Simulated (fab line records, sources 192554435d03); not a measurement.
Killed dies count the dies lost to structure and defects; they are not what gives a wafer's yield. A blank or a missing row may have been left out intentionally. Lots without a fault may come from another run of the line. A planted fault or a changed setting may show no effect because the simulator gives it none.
fab line records	flow n5Finfet
record lots=10	wafers=30	lastDay=19
route steps=1938 shown BEOL_M4@1111 BEOL_M6@1253 PASSIVATION@1936
lots that met no fault: taken from a fault-free run of the same line
startH: the number of hours between the record's first day and the start of the first shown wafer of the lot	waitH: time in hours since the lot's previous step	" repeats the value in the row above	L1.1+2: a single row standing in for several wafers	- no value, or no start was given	* or withheld: withheld	< > ~ a bound
route shown NAME@n: names a module that has steps shown in the file, with the first one's number in the route	usual: mean/standard deviation of fault-free wafers	same: alike in all rows	chamber/n: place in a boat	sites: the reading at each site	_std_site: the standard deviation of these	_edge_site: inner sites' mean taken away from outer sites' mean	radiusMm: how far each site lies from the wafer's centre	mask NAME#n: copy n	behind: the last tool/chamber to shape the wafer	hold: reason for holding the lot/hours on hold/outcome of the hold	device: names the non-switching transistor (n, p or np)	end of line: the same wafers' tests at the end of the route	a step without rows: its recipe alone	killed: not the wafer's yield, but the dies lost to structure and defects at the first sort	map: dies across one wafer; x = killed, . = not, _ = none there
set.NAME: the setting the step ran with; set.NAME@STEP: the setting that earlier step ran with	model.NAME: the simulator's own value behind a step, which no gauge read
the route's steps for a sample of lots (tables are steps, rows are wafers)
services: from which hour (startH, from the record's first day; less than 0 if before it) a tool's chamber was out of use, for how many hours, and why
## steps
# step N5_BEOL_M4_RC_MEAS_101
# usual DIBL_N=36.6/1.9	DIBL_P=36.7/2.2	IOFF_N=0.16/0.035	IOFF_P=0.22/0.038	ION_N=672/14	ION_P=462/8.3	SS_N=71.6/0.65	SS_P=73.5/0.72	VT_N=250/3.5	VT_P=-250/3.1
lot.wafer	tool	chamber	startH	waitH	DIBL_N[mV/V]	DIBL_P[mV/V]	IOFF_N[nA/um]	IOFF_P[nA/um]	ION_N[uA/um]	ION_P[uA/um]	SS_N[mV/dec]	SS_P[mV/dec]	VT_N[mV]	VT_P[mV]
L333.2	prober-02	0	202.64	0.2	37.8	36.2	0.15	0.21	666	459	71.6	72.7	250	-249
L333.4	"	0	"	"	42.0	40.1	0.27	0.27	682	458	73.9	74.7	245	-249
L333.5	"	0	"	"	34.8	33.9	0.13	0.18	680	468	71.1	72.6	252	-251
L332.2	prober-01	0	203.17	0.2	39.2	40.5	0.22	0.34	686	483	71.1	74.5	243	-239
L332.5	"	0	"	"	37.5	39.0	0.17	0.29	677	471	71.0	73.9	247	-244
L332.6	"	0	"	"	33.2	32.6	0.10	0.18	646	455	69.9	72.5	255	-252
L337.1	prober-02	0	222.91	0.0	35.6	35.6	0.12	0.20	653	462	71.6	72.9	255	-250
L337.4	"	0	"	"	37.4	37.6	0.16	0.22	651	448	72.3	73.5	252	-251
L337.5	"	0	"	"	34.8	36.4	0.13	0.21	661	462	70.8	73.2	253	-248
L341.2	prober-02	0	249.28	0.2	36.3	36.6	0.15	0.21	678	468	71.1	73.3	252	-252
L341.3	"	0	"	"	37.3	38.0	0.16	0.23	659	459	71.4	74.0	250	-248
L341.4	"	0	"	"	36.5	37.6	0.16	0.22	681	463	71.4	73.7	247	-250
L343.4	prober-01	0	254.94	0.5	32.7	34.8	0.12	0.18	655	459	70.9	72.7	252	-252
L343.5	"	0	"	"	36.4	38.2	0.18	0.23	670	466	72.2	73.1	249	-249
L343.6	"	0	"	"	33.4	34.6	0.12	0.18	665	460	71.6	72.6	253	-252
L342.1	prober-02	0	257.28	0.0	34.1	33.4	0.13	0.17	650	448	71.7	72.8	254	-253
L342.4	"	0	"	"	33.8	32.8	0.12	0.16	656	454	71.4	72.9	256	-253
L342.5	"	0	"	"	33.7	32.6	0.12	0.16	642	439	71.3	72.9	258	-251
L351.3	prober-02	0	297.27	0.3	40.8	42.0	0.26	0.32	692	467	72.9	74.4	245	-245
L351.4	"	0	"	"	35.1	35.6	0.14	0.21	663	457	71.1	73.1	251	-249
L351.6	"	0	"	"	36.6	36.8	0.16	0.21	676	462	71.7	73.4	250	-251
L350.1	prober-02	0	301.59	0.0	38.5	37.6	0.19	0.21	674	453	72.4	74.1	246	-251
L350.3	"	0	"	"	39.1	38.6	0.21	0.23	693	471	72.5	74.6	247	-252
L350.5	"	0	"	"	37.1	36.5	0.17	0.20	686	466	71.5	73.9	246	-253
L352.1	prober-01	0	319.10	0.0	37.4	38.4	0.16	0.22	678	468	71.0	74.4	251	-249
L352.2	"	0	"	"	37.4	38.9	0.17	0.25	667	455	71.4	73.9	253	-247
L352.5	"	0	"	"	38.9	38.7	0.18	0.24	654	452	72.4	74.9	254	-249
L354.2	prober-02	0	319.81	0.2	38.0	37.2	0.19	0.26	699	472	71.8	73.5	249	-244
L354.3	"	0	"	"	39.0	39.1	0.23	0.31	682	467	71.8	74.1	245	-244
L354.6	"	0	"	"	37.8	36.6	0.18	0.25	674	463	72.4	73.6	248	-245
# step N5_BEOL_M6_CVD_78
# recipe material=Co	targetThkA=20	tempC=withheld	precursor=CCTBA/H2	pressureTorr=30	timeS=142.3
# usual chamberPressureTorr=30.00/0.062	runLengthS=164.9/0.41
lot.wafer	tool	chamber	startH	waitH	chamberPressureTorr	runLengthS
L333.2	cvdCo-01	1	223.51	0.1	30.06	164.9
L333.4	"	2	"	"	30.02	164.9
L333.5	"	0	"	"	30.01	165.3
L332.2	cvdCo-01	0	223.72	0.3	30.03	165.0
L332.5	"	0	"	"	30.10	165.0
L332.6	"	2	"	"	29.92	165.2
L337.1	cvdCo-01	1	244.53	0.2	29.93	164.8
L337.4	"	2	"	"	30.12	165.0
L337.5	"	1	"	"	29.93	165.3
L341.2	cvdCo-02	2	271.87	0.0	30.00	164.9
L341.3	"	1	"	"	29.93	165.0
L341.4	"	2	"	"	29.90	165.0
L343.4	cvdCo-01	2	275.25	0.3	29.92	165.0
L343.5	"	0	"	"	29.94	165.2
L343.6	"	1	"	"	30.05	165.2
L342.1	cvdCo-02	2	279.61	0.1	29.91	165.6
L342.4	"	1	"	"	30.09	165.6
L342.5	"	2	"	"	30.08	165.1
L351.3	cvdCo-02	2	318.08	0.0	29.97	164.8
L351.4	"	2	"	"	29.95	165.0
L351.6	"	1	"	"	29.99	164.9
L350.1	cvdCo-01	1	323.87	0.0	-	-
L350.3	"	0	"	"	-	-
L350.5	"	1	"	"	-	-
L352.1	cvdCo-02	0	353.60	0.1	-	-
L352.2	"	2	"	"	-	-
L352.5	"	0	"	"	-	-
L354.2	cvdCo-02	2	354.37	0.2	-	-
L354.3	"	1	"	"	-	-
L354.6	"	1	"	"	-	-
# step N5_BEOL_M6_ANNEAL_51
# recipe tempC=225	timeS=90	ambient=N2
# usual annealTempCMax=226.2/0.57	wafer_temp_C_max=225.88/0.26
lot.wafer	tool	chamber	startH	waitH	annealTempCMax	wafer_temp_C_max
L333.2	rtpAnneal-02	0	224.38	0.3	225.5	225.77
L333.4	"	0	"	"	225.6	226.08
L333.5	"	0	"	"	225.8	225.98
L332.2	rtpAnneal-01	0	224.43	0.2	226.4	225.59
L332.5	"	0	"	"	227.4	225.39
L332.6	"	0	"	"	227.0	225.34
L337.1	rtpAnneal-01	0	246.42	0.1	227.4	225.73
L337.4	"	0	"	"	227.3	225.83
L337.5	"	0	"	"	227.1	225.89
L341.2	rtpAnneal-02	0	272.35	0.1	225.6	226.08
L341.3	"	0	"	"	225.7	226.46
L341.4	"	0	"	"	225.9	226.07
L343.4	rtpAnneal-02	0	275.68	0.2	225.8	226.19
L343.5	"	0	"	"	225.7	226.23
L343.6	"	0	"	"	225.6	226.14
L342.1	rtpAnneal-01	0	281.01	1.1	226.3	225.61
L342.4	"	0	"	"	226.2	225.59
L342.5	"	0	"	"	226.7	225.81
L351.3	rtpAnneal-01	0	319.10	0.7	226.3	225.87
L351.4	"	0	"	"	226.4	225.95
L351.6	"	0	"	"	226.2	226.01
L350.1	rtpAnneal-02	0	324.26	0.1	225.8	226.15
L350.3	"	0	"	"	225.8	225.82
L350.5	"	0	"	"	225.8	226.04
L352.1	rtpAnneal-02	0	354.30	0.4	225.5	226.20
L352.2	"	0	"	"	225.7	225.94
L352.5	"	0	"	"	225.4	226.31
L354.2	rtpAnneal-02	0	354.88	0.2	225.7	225.99
L354.3	"	0	"	"	225.8	225.91
L354.6	"	0	"	"	225.9	225.96
# step N5_BEOL_M6_CMP_52
# recipe stopOn=SiCOH_lowk	tOverpolishS=6.9	downForcePsi=1	platenRpm=50	clearingPlatenDownForcePsi=1.5	clearingPlatenRpm=50	postCmpClean=cuAlkaline	targetThkNm=80	clearingPlatenPadVelocityMS=0.99484	padVelocityMS=0.99484
# usual barrierFieldEndpointS=28.8/0.61	clearingPlatenRpm=50.001/0.024	motorCurrentA=6.2/0.61	retainingRingPressureFrac=0.999/0.005
lot.wafer	tool	chamber	startH	waitH	barrierFieldEndpointS	clearingPlatenRpm	motorCurrentA	retainingRingPressureFrac
L333.2	cmp-03	3	224.63	0.2	28.6	50.009	5.3	1.000
L333.4	"	2	"	"	28.4	50.004	6.5	1.002
L333.5	"	0	"	"	29.3	49.996	6.9	1.011
L332.2	cmp-02	0	224.80	0.3	28.5	50.048	6.7	1.001
L332.6	"	1	"	"	29.8	49.962	6.1	1.001
L332.5	"	2	"	"	28.8	50.039	6.1	0.997
L337.4	cmp-04	0	246.72	0.1	29.3	50.039	4.9	0.996
L337.1	"	2	"	"	29.4	49.985	6.0	1.002
L337.5	"	0	"	"	29.3	50.001	5.0	1.005
L341.3	cmp-04	3	272.64	0.2	28.5	49.998	5.7	0.995
L341.4	"	0	"	"	28.9	49.964	4.8	0.997
L341.2	"	1	"	"	28.0	50.009	6.9	0.994
L343.4	cmp-02	2	275.95	0.2	28.0	50.025	6.2	0.997
L343.5	"	3	"	"	28.7	49.978	7.5	0.998
L343.6	"	0	"	"	29.5	50.013	6.4	0.996
L342.1	cmp-03	3	281.36	0.3	29.3	49.988	6.2	0.992
L342.4	"	0	"	"	29.3	50.030	6.6	0.993
L342.5	"	2	"	"	29.1	49.999	6.6	0.999
L351.3	cmp-02	0	319.34	0.2	29.0	50.001	6.9	0.996
L351.4	"	1	"	"	29.5	49.984	6.2	0.997
L351.6	"	3	"	"	28.7	50.022	7.0	0.998
L350.1	cmp-03	2	324.56	0.3	25.6	50.023	6.7	1.007
L350.3	"	1	"	"	25.2	50.011	5.7	1.004
L350.5	"	3	"	"	26.1	50.049	6.0	0.994
L352.1	cmp-03	2	354.59	0.3	25.7	50.032	6.4	1.001
L352.2	"	1	"	"	25.4	49.972	5.6	1.001
L352.5	"	2	"	"	27.2	50.019	6.5	0.990
L354.2	cmp-04	3	355.17	0.2	26.0	49.981	6.2	0.999
L354.3	"	1	"	"	26.0	50.013	6.6	1.003
L354.6	"	2	"	"	27.0	49.987	5.7	0.999
# step N5_PASSIVATION_PROBE_49
# usual defectLimitedYield=91.6/1.4	killed_at_M0_to_M3=35/10	killed_at_M4_up=13/4.8	killedAtContacts=12/7.2	killedAtFrontEnd=36/12	killedAtOther=4/3.1	killedDies=100/17	killedOnRim=13/4.2	killedOpen=66/13	killedShort=32/7.3	sort_bin_4_leakage=0.00/0.0099	sort_bin_5_function=5.0/0.94	sort_bin_6_memory=3.1/0.67	sort_bin_8_speed=0.01/0.047	sortNPass=1080/17	sortYieldPct=91.6/1.4
# same grossDies=1180	killedAtBackSide=0
lot.wafer	tool	chamber	startH	waitH	defectLimitedYield[%]	killed_at_M0_to_M3	killed_at_M4_up	killedAtContacts	killedAtFrontEnd	killedAtOther	killedDies	killedOnRim	killedOpen	killedShort	sort_bin_4_leakage[%]	sort_bin_5_function[%]	sort_bin_6_memory[%]	sort_bin_8_speed[%]	sortNPass	sortYieldPct[%]
L332.2	prober-01	-	317.24	0.1	91.8	38	8	12	35	4	97	14	59	38	0	4.1	3.6	0	1083	91.8
L332.5	prober-01	-	317.39	0.2	91.0	41	14	16	35	0	106	16	76	30	0	5.5	3.5	0	1074	91.0
L332.6	prober-01	-	317.44	0.3	93.1	40	3	11	28	0	82	6	51	31	0	4.9	1.7	0.08	1097	93.0
L341.2	prober-02	-	375.75	0.1	94.4	28	10	10	17	1	66	9	48	18	0	2.8	2.7	0	1114	94.4
L341.3	prober-02	-	375.80	0.1	96.0	18	4	9	13	3	47	7	35	12	0	2.5	1.4	0	1133	96.0
L341.4	prober-02	-	375.85	0.2	93.3	32	11	15	21	0	79	10	58	21	0	3.6	2.7	0	1101	93.3
L351.3	prober-01	-	418.66	0.1	92.1	41	16	5	29	2	93	10	65	28	0	4.7	3.0	0	1087	92.1
L351.4	prober-01	-	418.71	0.2	91.9	32	15	8	38	3	96	10	61	34	0	5.0	2.7	0	1084	91.9
L351.6	prober-01	-	418.81	0.3	92.9	28	14	6	34	2	84	9	56	28	0	3.7	3.1	0	1096	92.9
L350.1	prober-02	-	427.98	0.0	15.2	24	929	4	41	3	1001	152	55	25	0	72.3	12.0	0	179	15.2
L350.3	prober-02	-	428.08	0.1	14.1	31	947	12	23	1	1014	152	55	27	0	72.6	13.0	0	166	14.1
L350.5	prober-02	-	428.18	0.2	12.2	21	964	3	47	1	1036	152	62	24	0	75.3	12.4	0	144	12.2
L352.1	prober-02	-	438.54	0.0	14.1	21	965	6	21	1	1014	92	36	20	0	73.2	12.1	0	166	14.1
L352.2	prober-02	-	438.59	0.1	12.0	27	985	8	16	2	1038	151	37	24	0	74.2	13.5	0	142	12.0
L352.5	prober-02	-	438.74	0.2	12.9	30	972	5	19	2	1028	103	42	22	0	75.5	11.3	0	152	12.9
L354.2	prober-01	-	446.20	0.1	13.1	35	934	5	49	2	1025	149	68	31	0	74.7	11.9	0	155	13.1
L354.3	prober-01	-	446.25	0.1	13.6	33	943	2	31	10	1019	152	59	23	0	73.2	13.1	0	161	13.6
L354.6	prober-01	-	446.40	0.3	14.2	26	931	8	43	5	1013	150	52	35	0	71.9	13.7	0	167	14.2
# killed by level:class
L332.2 FIN_SAQP:geometricParticle:short=11 BEOL_M0_SAQP:geometricParticle:open=10 FIN_SAQP:geometricParticle:open=9 MOL_CONTACT_COAG:geometricParticle:open=9 BEOL_M0_SAQP:geometricParticle:short=7 BEOL_M3:geometricParticle:open=7 DUMMY_GATE:geometricParticle:open=4 BEOL_M2:geometricParticle:open=4
L332.5 MOL_CONTACT_COAG:geometricParticle:open=14 FIN_SAQP:geometricParticle:open=13 BEOL_M2:geometricParticle:open=8 BEOL_M1:geometricParticle:open=6 BEOL_M3:geometricParticle:open=6 BEOL_M0_SAQP:geometricParticle:open=6 BEOL_M5:geometricParticle:open=6 STARTING-WAFER:geometricParticle:short=6
L332.6 MOL_CONTACT_COAG:geometricParticle:open=9 BEOL_M0_SAQP:geometricParticle:short=9 BEOL_M0_SAQP:geometricParticle:open=7 STI_FIN_REVEAL:geometricParticle:open=6 GATE_CUT:geometricParticle:open=6 BEOL_M3:geometricParticle:open=6 FIN_SAQP:geometricParticle:short=5 BEOL_M3:geometricParticle:short=5
L341.2 MOL_CONTACT_COAG:geometricParticle:open=8 BEOL_M1:geometricParticle:open=8 BEOL_M3:geometricParticle:open=8 STI_FIN_REVEAL:geometricParticle:open=5 BEOL_M2:geometricParticle:open=4 ILD0:geometricParticle:short=3 BEOL_M0_SAQP:geometricParticle:short=3 BEOL_M4:geometricParticle:open=3
L341.3 MOL_CONTACT_COAG:geometricParticle:open=6 BEOL_M1:geometricParticle:open=6 BEOL_M0_SAQP:geometricParticle:open=4 BEOL_M2:geometricParticle:open=4 SPACER0:geometricParticle:open=3 MOL_CONTACT_COAG:geometricParticle:short=3 FIN_SAQP:geometricParticle:open=2 FIN_SAQP:geometricParticle:short=2
L341.4 MOL_CONTACT_COAG:geometricParticle:open=13 BEOL_M2:geometricParticle:open=8 BEOL_M0:geometricParticle:open=5 BEOL_M1:geometricParticle:open=5 FIN_SAQP:geometricParticle:short=4 DUMMY_GATE:geometricParticle:open=4 BEOL_M0_SAQP:geometricParticle:open=4 BEOL_M1:geometricParticle:short=4
L351.3 BEOL_M0_SAQP:geometricParticle:open=12 BEOL_M4:geometricParticle:open=9 GATE_CUT:geometricParticle:short=7 BEOL_M0_SAQP:geometricParticle:short=7 BEOL_M1:geometricParticle:open=7 BEOL_M2:geometricParticle:open=6 STI_FIN_REVEAL:geometricParticle:open=5 BEOL_M2:geometricParticle:short=5
L351.4 BEOL_M0_SAQP:geometricParticle:open=8 BEOL_M4:geometricParticle:open=8 FIN_SAQP:geometricParticle:open=7 FIN_SAQP:geometricParticle:short=6 GATE_CUT:geometricParticle:short=6 BEOL_M0_SAQP:geometricParticle:short=5 MOL_CONTACT_COAG:geometricParticle:open=5 BEOL_M2:geometricParticle:open=5
L351.6 STI_FIN_REVEAL:geometricParticle:open=12 BEOL_M1:geometricParticle:open=9 BEOL_M2:geometricParticle:open=7 BEOL_M4:geometricParticle:open=7 MOL_CONTACT_COAG:geometricParticle:open=5 STARTING-WAFER:geometricParticle:short=5 BEOL_M0_SAQP:geometricParticle:short=4 BEOL_M1:geometricParticle:short=4
L350.1 BEOL_M6:areaCvd=560 BEOL_M6:interfaceVoidOpened=360 BEOL_M2:geometricParticle:open=11 STI_FIN_REVEAL:geometricParticle:open=10 GATE_CUT:geometricParticle:short=7 BEOL_M0_SAQP:geometricParticle:open=6 DUMMY_GATE:geometricParticle:open=5 FIN_SAQP:geometricParticle:short=4
L350.3 BEOL_M6:areaCvd=598 BEOL_M6:interfaceVoidOpened=334 MOL_CONTACT_COAG:geometricParticle:open=9 BEOL_M2:geometricParticle:open=9 STI_FIN_REVEAL:geometricParticle:open=7 BEOL_M0_SAQP:geometricParticle:open=7 GATE_CUT:geometricParticle:short=5 BEOL_M4:geometricParticle:open=5
L350.5 BEOL_M6:areaCvd=593 BEOL_M6:interfaceVoidOpened=357 STI_FIN_REVEAL:geometricParticle:open=17 FIN_SAQP:geometricParticle:open=9 BEOL_M4:geometricParticle:open=7 BEOL_M0_SAQP:geometricParticle:open=7 STI_FIN_REVEAL:geometricParticle:short=4 GATE_CUT:geometricParticle:short=4
L352.1 BEOL_M6:areaCvd=609 BEOL_M6:interfaceVoidOpened=349 FIN_SAQP:geometricParticle:open=7 FIN_SAQP:geometricParticle:short=6 BEOL_M1:geometricParticle:open=6 MOL_CONTACT_COAG:geometricParticle:open=5 BEOL_M0_SAQP:geometricParticle:short=4 BEOL_M0_SAQP:geometricParticle:open=4
L352.2 BEOL_M6:areaCvd=619 BEOL_M6:interfaceVoidOpened=358 BEOL_M0_SAQP:geometricParticle:open=8 MOL_CONTACT_COAG:geometricParticle:open=7 BEOL_M3:geometricParticle:open=5 FIN_SAQP:geometricParticle:short=4 FIN_CUT:geometricParticle:short=3 BEOL_M1:geometricParticle:short=3
L352.5 BEOL_M6:areaCvd=642 BEOL_M6:interfaceVoidOpened=322 BEOL_M0_SAQP:geometricParticle:open=11 FIN_SAQP:geometricParticle:short=7 BEOL_M2:geometricParticle:open=5 BEOL_M0_SAQP:geometricParticle:short=5 BEOL_M1:geometricParticle:open=4 MOL_CONTACT_COAG:geometricParticle:open=3
L354.2 BEOL_M6:areaCvd=614 BEOL_M6:interfaceVoidOpened=311 STI_FIN_REVEAL:geometricParticle:open=17 FIN_SAQP:geometricParticle:short=10 BEOL_M2:geometricParticle:open=8 BEOL_M1:geometricParticle:open=6 BEOL_M3:geometricParticle:open=6 FIN_SAQP:geometricParticle:open=5
L354.3 BEOL_M6:areaCvd=591 BEOL_M6:interfaceVoidOpened=346 BEOL_M3:geometricParticle:open=10 FIN_SAQP:geometricParticle:open=8 BEOL_M2:geometricParticle:open=8 FIN_SAQP:geometricParticle:short=7 DUMMY_GATE:geometricParticle:open=5 BEOL_M1:geometricParticle:open=5
L354.6 BEOL_M6:areaCvd=582 BEOL_M6:interfaceVoidOpened=343 BEOL_M1:geometricParticle:open=11 FIN_SAQP:geometricParticle:open=10 FIN_SAQP:geometricParticle:short=9 STI_FIN_REVEAL:geometricParticle:open=8 MOL_CONTACT_COAG:geometricParticle:open=5 BEOL_M0_SAQP:geometricParticle:short=4
## services
tool	chamber	startH	hours	kind
cmp-03	-	200.62	13.4	pm
cvdCo-02	-	214.02	0.4	repair
cmp-03	-	237.49	1.0	repair
cmp-03	-	240.40	3.9	pm
cmp-03	-	250.66	1.3	repair
cvdCo-01	2	254.90	3.5	repair
cvdCo-02	-	255.23	0.4	repair
cmp-03	-	275.55	2.8	repair
rtpAnneal-02	-	294.48	22.1	pm
cmp-04	-	296.05	0.3	repair
cvdCo-02	-	305.78	6.9	pm
cmp-03	-	311.47	1.6	repair
cmp-04	-	315.94	0.9	repair
cmp-02	-	319.88	12.0	pm
cvdCo-01	-	321.62	1.0	repair
cmp-04	-	322.00	0.2	repair
cmp-03	-	326.61	2.4	repair
cmp-03	-	329.16	4.2	pm
cvdCo-01	1	333.33	-	clean
cvdCo-01	1	333.33	22.0	scheduledDown
cvdCo-01	1	333.33	22.0	ventCycle
cmp-03	-	335.83	2.4	repair
cmp-02	-	347.14	1.0	repair
cmp-02	-	350.49	4.9	pm
## key
firstSign step=N5_BEOL_M6_CVD_78	reading=toolRecord	direction=missing
effect step=N5_BEOL_M6_CMP_52	reading=barrierFieldEndpointS	direction=down	sigmas=4.6	usual=28.8	struck=26.0
effect step=N5_PASSIVATION_PROBE_49	reading=killed_at_M4_up	direction=up	sigmas=99+	usual=13	struck=952
moreKillsBornAt N5_BEOL_M6_CVD_78@cvdCo-02=3657	N5_BEOL_M6_CVD_78@cvdCo-01=1751
metAt N5_BEOL_M6_CVD_78
struckLots L350,L352,L354
laterRowsLeftOut L350.1,L350.3,L350.5,L352.1,L352.2,L352.5,L354.2,L354.3,L354.6
notActingAt N5_BEOL_M6_ANNEAL_51
onsetBetween 318.08 323.87
fault kind=skippedStepWhole	tool=cvdCo-01,cvdCo-02	chamber=-	onsetH=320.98	steps=N5_BEOL_M6_CVD_78	scope=struckLotsOnly
# laterRowsLeftOut: the simulator's readings of these wafers behind a module that went badly wrong aren't trusted and aren't shown, but for the sort
